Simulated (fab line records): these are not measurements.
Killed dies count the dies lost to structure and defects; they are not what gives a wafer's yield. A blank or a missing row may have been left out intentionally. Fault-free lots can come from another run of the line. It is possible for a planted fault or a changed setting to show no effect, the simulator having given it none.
fab line records	flow nand_harc
record: lots: 13	wafers: 39	last_day: 34
route steps=1302 shown A_M1@1191 THIN_TSV@1270 END@1302
lots untouched by any fault: they come from a run of this same line in which no faults occurred
start_h: hours from the record's opening day to when the first of the lot's shown wafers began	wait_h: hours from the lot's prior step to this one	" as in the row above	L1.1+2: one row covering several wafers at once	- no value, or no start was given	* or withheld: withheld	< > ~ a bound
route shown NAME@n: NAME is a module with steps in the file, n the number in the route of the first one	usual: average and standard deviation across the fault-free wafers	same: alike in all rows	chamber/n: place in a boat	sites: each site's reading	_std_site: the values' standard deviation	_edge_site: outer sites' mean less inner sites'	radius_mm: how far each site lies from the wafer's centre	mask NAME#n: copy n	behind: the last tool/chamber to shape the wafer	hold: what put the lot on hold/how long, in hours/how the hold closed	device: the transistor (n, p or np) that didn't switch	end of line: the tests these same wafers got at the end of their route	step lacking rows: just its recipe	killed: not the wafer's yield, but the dies lost to structure and defects at the first sort	map: per-die view of a wafer (x killed, . not killed, _ where there is no die)
set.NAME: the setting that was run; set.NAME@STEP: the one run at that earlier step	model.NAME: the simulator's own value behind a step, which no gauge read
a sample of lots followed through the steps of the route, with each step as a table and each wafer as a row
services: when a tool's chamber went out of use (start_h, in hours from the record's first day, below 0 if earlier), for how many hours, and the reason
== steps ==
step: NHARC_A_M1_PVD_20
recipe: target_thk_a: 50	bias_v: 168.6	power_w: 15000	chamber_pressure_pa: 0.12	time_s: 8.06	substrate_temp_c: 50	material: TaN
usual: throttle_valve_pct: 29.3/1
lot.wafer	tool	chamber	start_h	wait_h	throttle_valve_pct
L922.1	pvd_sputter-02	-	534.38	-	28.7
L922.2	"	-	"	"	30.7
L922.5	"	-	"	"	28.7
L924.2	pvd_sputter-01	-	542.62	-	29.8
L924.5	"	-	"	"	29.8
L924.6	"	-	"	"	30.4
L925.2	pvd_sputter-01	-	558.40	-	30.0
L925.1	"	-	"	"	27.4
L925.4	"	-	"	"	29.8
L927.2	pvd_sputter-01	-	578.09	-	29.9
L927.1	"	-	"	"	28.2
L927.6	"	-	"	"	29.9
L929.1	pvd_sputter-02	-	587.97	-	29.1
L929.4	"	-	"	"	28.7
L929.6	"	-	"	"	29.6
L934.1	pvd_sputter-01	-	633.22	-	30.7
L934.2	"	-	"	"	27.8
L934.4	"	-	"	"	29.2
L933.1	pvd_sputter-01	-	642.86	-	29.4
L933.5	"	-	"	"	28.0
L933.6	"	-	"	"	28.0
L935.4	pvd_sputter-03	-	664.72	-	30.4
L935.2	"	-	"	"	29.6
L935.6	"	-	"	"	30.3
L942.2	pvd_sputter-01	-	712.74	-	30.0
L942.6	"	-	"	"	29.4
L942.5	"	-	"	"	30.3
L941.3	pvd_sputter-01	-	720.38	-	30.5
L941.2	"	-	"	"	27.7
L941.6	"	-	"	"	30.4
L944.3	pvd_sputter-01	-	733.37	-	27.9
L944.1	"	-	"	"	27.9
L944.6	"	-	"	"	27.9
L943.2	pvd_sputter-02	-	736.30	-	28.2
L943.3	"	-	"	"	29.1
L943.6	"	-	"	"	28.3
L945.2	pvd_sputter-02	-	767.58	-	28.6
L945.5	"	-	"	"	29.5
L945.6	"	-	"	"	28.5
step: NHARC_THIN_TSV_DEGAS_49
recipe: temp_c: 300	time_s: 120
usual: heater_power_w: 446/51
lot.wafer	tool	chamber	start_h	wait_h	heater_power_w
L922.1	pvd_sputter-03	-	555.86	0.1	438
L922.2	"	-	"	"	412
L922.5	"	-	"	"	429
L924.2	pvd_sputter-01	-	564.04	0.1	449
L924.5	"	-	"	"	426
L924.6	"	-	"	"	454
L925.2	pvd_sputter-03	-	580.09	0.1	420
L925.4	"	-	"	"	411
L925.1	"	-	"	"	428
L927.1	pvd_sputter-03	-	599.53	0.2	416
L927.2	"	-	"	"	421
L927.6	"	-	"	"	418
L929.1	pvd_sputter-01	-	609.20	0.2	458
L929.4	"	-	"	"	573
L929.6	"	-	"	"	479
L934.1	pvd_sputter-01	-	654.10	0.1	470
L934.2	"	-	"	"	572
L934.4	"	-	"	"	470
L933.1	pvd_sputter-01	-	664.03	0.1	456
L933.6	"	-	"	"	452
L933.5	"	-	"	"	472
L935.4	pvd_sputter-01	-	685.21	0.1	432
L935.2	"	-	"	"	461
L935.6	"	-	"	"	557
L942.2	pvd_sputter-03	-	734.78	0.2	393
L942.6	"	-	"	"	403
L942.5	"	-	"	"	455
L941.2	pvd_sputter-02	-	740.32	0.2	350
L941.3	"	-	"	"	524
L941.6	"	-	"	"	352
L944.3	pvd_sputter-02	-	758.93	0.1	519
L944.1	"	-	"	"	348
L944.6	"	-	"	"	532
L943.2	pvd_sputter-03	-	760.11	0.1	387
L943.3	"	-	"	"	396
L943.6	"	-	"	"	411
L945.2	pvd_sputter-03	-	788.86	0.2	395
L945.6	"	-	"	"	412
L945.5	"	-	"	"	449
step: NHARC_THIN_TSV_PVD_51
recipe: target_thk_a: 1000	chamber_pressure_pa: 5	material: Cu
usual: throttle_valve_pct: 29.4/0.92
lot.wafer	tool	chamber	start_h	wait_h	throttle_valve_pct
L922.1	pvd_sputter-03	-	-	-	30.3
L922.2	"	-	"	"	29.6
L922.5	"	-	"	"	29.7
L924.2	pvd_sputter-01	-	-	-	27.0
L924.5	"	-	"	"	29.7
L924.6	"	-	"	"	29.9
L925.2	pvd_sputter-03	-	-	-	30.2
L925.1	"	-	"	"	29.6
L925.4	"	-	"	"	30.3
L927.2	pvd_sputter-03	-	-	-	30.1
L927.1	"	-	"	"	29.6
L927.6	"	-	"	"	30.3
L929.1	pvd_sputter-01	-	-	-	30.2
L929.4	"	-	"	"	27.6
L929.6	"	-	"	"	27.8
L934.4	pvd_sputter-01	-	-	-	27.4
L934.2	"	-	"	"	29.2
L934.1	"	-	"	"	28.0
L933.1	pvd_sputter-01	-	-	-	30.4
L933.6	"	-	"	"	30.4
L933.5	"	-	"	"	28.2
L935.2	pvd_sputter-01	-	-	-	27.7
L935.4	"	-	"	"	28.1
L935.6	"	-	"	"	29.2
L942.2	pvd_sputter-03	-	-	-	29.4
L942.5	"	-	"	"	30.5
L942.6	"	-	"	"	29.3
L941.2	pvd_sputter-02	-	-	-	30.2
L941.3	"	-	"	"	28.3
L941.6	"	-	"	"	30.2
L944.1	pvd_sputter-02	-	-	-	28.7
L944.3	"	-	"	"	29.4
L944.6	"	-	"	"	30.4
L943.2	pvd_sputter-03	-	-	-	28.7
L943.3	"	-	"	"	29.9
L943.6	"	-	"	"	29.3
L945.2	pvd_sputter-03	-	-	-	30.4
L945.6	"	-	"	"	29.4
L945.5	"	-	"	"	28.8
step: NHARC_THIN_TSV_DESCUM_35
recipe: time_s: 3	o2_flow_sccm: 200	ar_flow_sccm: 0	bias_power_w: 0	chemistry: O2
usual: drypump_motor_current_A: 5.7/0.49	oes_product_au: 1.002/0.013	rf_vpp_V: 57.9/0.83	showerhead_plenum_p_Torr: 1.93/0.074	throttle_valve_pct: 11.310/0.0085
lot.wafer	tool	chamber	start_h	wait_h	drypump_motor_current_A	oes_product_au	rf_hours_counter_h	rf_vpp_V	showerhead_plenum_p_Torr	throttle_valve_pct
L922.2	rie_diel-05	3	559.13	-	6.4	0.997	7.3	57.6	2.05	11.306
L922.1	"	1	"	"	5.7	0.993	6.9	56.8	1.82	11.322
L922.5	"	0	"	"	5.0	1.002	-	56.8	1.90	11.311
L924.2	rie_diel-05	1	567.23	-	5.7	0.988	7.0	58.0	1.82	11.311
L924.5	"	0	"	"	5.0	1.006	-	56.7	1.90	11.301
L924.6	"	1	"	"	5.7	0.983	-	57.8	1.82	11.309
L925.2	rie_diel-09	1	583.38	-	5.9	0.990	6.7	58.0	1.96	11.321
L925.1	"	2	"	"	5.8	1.008	5.5	55.9	1.95	11.302
L925.4	"	3	"	"	6.1	1.002	5.2	57.9	1.88	11.306
L927.2	rie_diel-03	3	602.70	-	4.8	0.995	5.8	57.7	1.87	11.314
L927.1	"	1	"	"	6.1	0.991	7.8	58.5	1.89	11.305
L927.6	"	3	"	"	4.8	0.997	-	58.4	1.87	11.322
L929.1	rie_diel-03	2	612.49	-	5.7	0.992	6.5	57.7	1.82	11.316
L929.4	"	0	"	"	5.1	1.007	7.4	58.8	1.90	11.311
L929.6	"	1	"	"	6.1	0.987	-	57.7	1.89	11.305
L934.1	rie_diel-05	1	657.30	-	5.6	1.021	2.4	56.2	1.82	11.317
L934.4	"	2	"	"	5.2	1.013	2.5	57.3	1.95	11.306
L934.2	"	3	"	"	6.4	1.015	2.9	58.3	2.05	11.307
L933.1	rie_diel-03	2	667.26	-	5.7	0.978	1.0	56.0	1.82	11.310
L933.6	"	0	"	"	5.0	1.008	-	57.0	1.90	11.320
L933.5	"	1	"	"	6.1	0.980	-	57.7	1.89	11.313
L935.2	rie_diel-09	0	688.61	-	6.0	0.975	0.3	56.8	2.05	11.319
L935.6	"	0	"	"	6.0	0.977	-	58.9	2.05	11.313
L935.4	"	2	"	"	5.8	1.012	-	58.0	1.95	11.318
L942.2	rie_diel-09	0	738.08	-	6.0	0.968	4.3	58.2	2.05	11.295
L942.5	"	0	"	"	6.0	0.983	-	58.8	2.05	11.317
L942.6	"	1	"	"	5.9	1.005	-	59.0	1.96	11.323
L941.3	rie_diel-05	3	743.48	-	6.4	1.012	8.6	58.1	2.05	11.304
L941.2	"	1	"	"	5.6	1.024	7.5	57.3	1.82	11.306
L941.6	"	0	"	"	5.0	1.015	-	58.1	1.90	11.305
L944.1	rie_diel-09	2	762.24	-	5.8	0.993	4.0	56.4	1.95	11.330
L944.3	"	1	"	"	5.9	1.005	4.2	58.6	1.95	11.303
L944.6	"	2	"	"	5.8	1.006	-	57.1	1.95	11.307
L943.3	rie_diel-09	2	763.41	-	5.8	1.000	4.0	56.9	1.95	11.306
L943.2	"	0	"	"	6.0	0.976	5.3	58.2	2.05	11.314
L943.6	"	1	"	"	5.9	1.019	-	58.3	1.95	11.315
L945.2	rie_diel-05	3	792.14	-	6.5	1.006	0.7	58.8	2.05	11.313
L945.5	"	3	"	"	6.4	1.005	-	58.6	2.05	11.287
L945.6	"	0	"	"	5.0	0.995	-	59.3	1.90	11.301
step: NHARC_END_SORT_01
recipe: temp_c: 25
usual: defect_limited_yield: 90.7/2.7	killed_at_array: 58/19	killed_at_other: 1.1/1.2	killed_at_periphery: 3.8/2.4	killed_dies: 63/18	killed_open: 3.3/1.8	killed_short: 2.2/1.6
same: gross_dies: 677
lot.wafer	tool	chamber	start_h	wait_h	defect_limited_yield[%]	killed_at_array	killed_at_other	killed_at_periphery	killed_dies	killed_open	killed_short
L934.1	prober-01	0	668.78	2.4	90.8	56	0	6	62	4	3
L934.2	prober-01	0	669.57	2.8	81.2	125	2	0	127	3	3
L934.4	prober-01	0	671.16	3.4	91.9	53	0	2	55	3	2
L933.1	prober-02	0	676.39	2.5	83.0	112	1	2	115	1	0
L933.5	prober-02	0	679.58	3.7	76.1	159	1	2	162	4	1
L933.6	prober-02	0	680.38	4.0	87.0	84	0	4	88	2	1
killed by level:class
L934.1 A_SLIT:chamber_film_flake=31 A_CONTACT:chamber_film_flake=5 A_CHANNEL_HOLE_D1:chamber_film_flake=3 A_CHANNEL_HOLE_D2:chamber_film_flake=3 A_CHANNEL_FILL_D2:chamber_film_flake=3 A_M1:chamber_film_flake=3 P_GATE:geometric_particle:short=1 P_GATE:geometric_particle:open=1
L934.2 A_M1:unspecified=84 A_SLIT:chamber_film_flake=32 A_CHANNEL_FILL_D1:geometric_particle:open=2 THIN_TSV:chamber_film_flake=2 A_CHANNEL_HOLE_D1:geometric_particle:open=1 A_CHANNEL_FILL_D1:geometric_particle:short=1 A_CHANNEL_FILL_D2:geometric_particle:short=1 A_WL_FILL:geometric_particle:short=1
L934.4 A_SLIT:chamber_film_flake=29 A_CHANNEL_HOLE_D1:chamber_film_flake=10 A_CHANNEL_HOLE_D2:chamber_film_flake=3 A_CONTACT:chamber_film_flake=3 A_M1:chamber_film_flake=2 P_GATE:geometric_particle:open=1 A_SOURCE_PLATE:geometric_particle:open=1 A_ONON_D1:geometric_particle:short=1
L933.1 A_SLIT:chamber_film_flake=40 A_CHANNEL_HOLE_D1:chamber_film_flake=32 A_CHANNEL_HOLE_D2:chamber_film_flake=26 A_CONTACT:chamber_film_flake=4 P_GATE:chamber_film_flake=2 A_STAIRCASE:chamber_film_flake=2 A_M1:chamber_film_flake=2 A_CHANNEL_FILL_D1:geometric_particle:open=1
L933.5 A_M1:unspecified=84 A_CHANNEL_HOLE_D1:chamber_film_flake=27 A_SLIT:chamber_film_flake=23 A_CHANNEL_HOLE_D2:chamber_film_flake=13 A_CONTACT:chamber_film_flake=3 P_CONTACT:geometric_particle:open=2 A_ZERO_WELL:chamber_film_flake=2 A_DECK1_JOINT:chamber_film_flake=2
L933.6 A_CHANNEL_HOLE_D1:chamber_film_flake=28 A_SLIT:chamber_film_flake=25 A_CHANNEL_HOLE_D2:chamber_film_flake=16 A_ZERO_WELL:chamber_film_flake=4 A_CONTACT:chamber_film_flake=3 P_GATE:chamber_film_flake=2 A_CHANNEL_FILL_D2:chamber_film_flake=2 P_M0:geometric_particle:open=1
== services ==
tool	chamber	start_h	hours	kind
pvd_sputter-03	-	526.86	10.0	pm
rie_diel-09	2	560.18	3.9	repair
rie_diel-09	0	562.01	16.5	repair
pvd_sputter-01	-	582.00	10.0	pm
rie_diel-05	-	583.60	9.0	pm
rie_diel-03	0	632.59	5.3	repair
pvd_sputter-02	-	638.00	10.0	pm
pvd_sputter-03	-	640.70	7.9	repair
pvd_sputter-02	-	663.71	21.8	repair
rie_diel-09	0	664.18	1.8	repair
rie_diel-05	3	673.86	6.8	repair
rie_diel-09	-	674.10	9.0	pm
rie_diel-09	1	688.44	11.7	repair
pvd_sputter-03	-	704.86	10.0	pm
rie_diel-05	2	707.21	9.4	repair
rie_diel-09	2	721.89	12.6	repair
pvd_sputter-03	-	732.50	1.7	repair
pvd_sputter-01	-	746.98	3.4	repair
pvd_sputter-03	-	752.93	2.7	repair
pvd_sputter-01	-	760.00	10.0	pm
rie_diel-05	-	760.60	9.0	pm
pvd_sputter-02	-	775.68	1.5	repair
rie_diel-09	-	777.52	0.6	repair
rie_diel-09	2	780.62	13.2	repair
== key ==
first_sign: step: NHARC_END_SORT_01	reading: killed_at_array	direction: up	sigmas: 4.4	usual: 58	struck: 142
effect: step: NHARC_END_SORT_01	reading: defect_limited_yield	direction: down	sigmas: 4.4	usual: 90.7	struck: 78.7
more_kills_born_at: NHARC_A_M1_PVD_20@pvd_sputter-01: 168
met_at NHARC_A_M1_PVD_20
struck_lots L933,L934
struck_wafers L933.5,L934.2
not_acting_at NHARC_THIN_TSV_DEGAS_49,NHARC_THIN_TSV_PVD_51,NHARC_THIN_TSV_DESCUM_35
onset_between 578.09 633.22
fault: kind: chamber_particle_source	tool: pvd_sputter-01	chamber: -	onset_h: 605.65	steps: NHARC_A_M1_PVD_20	rate_per_visit_cm2: 0.95355	end_h: 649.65	scope: struck_wafers_only
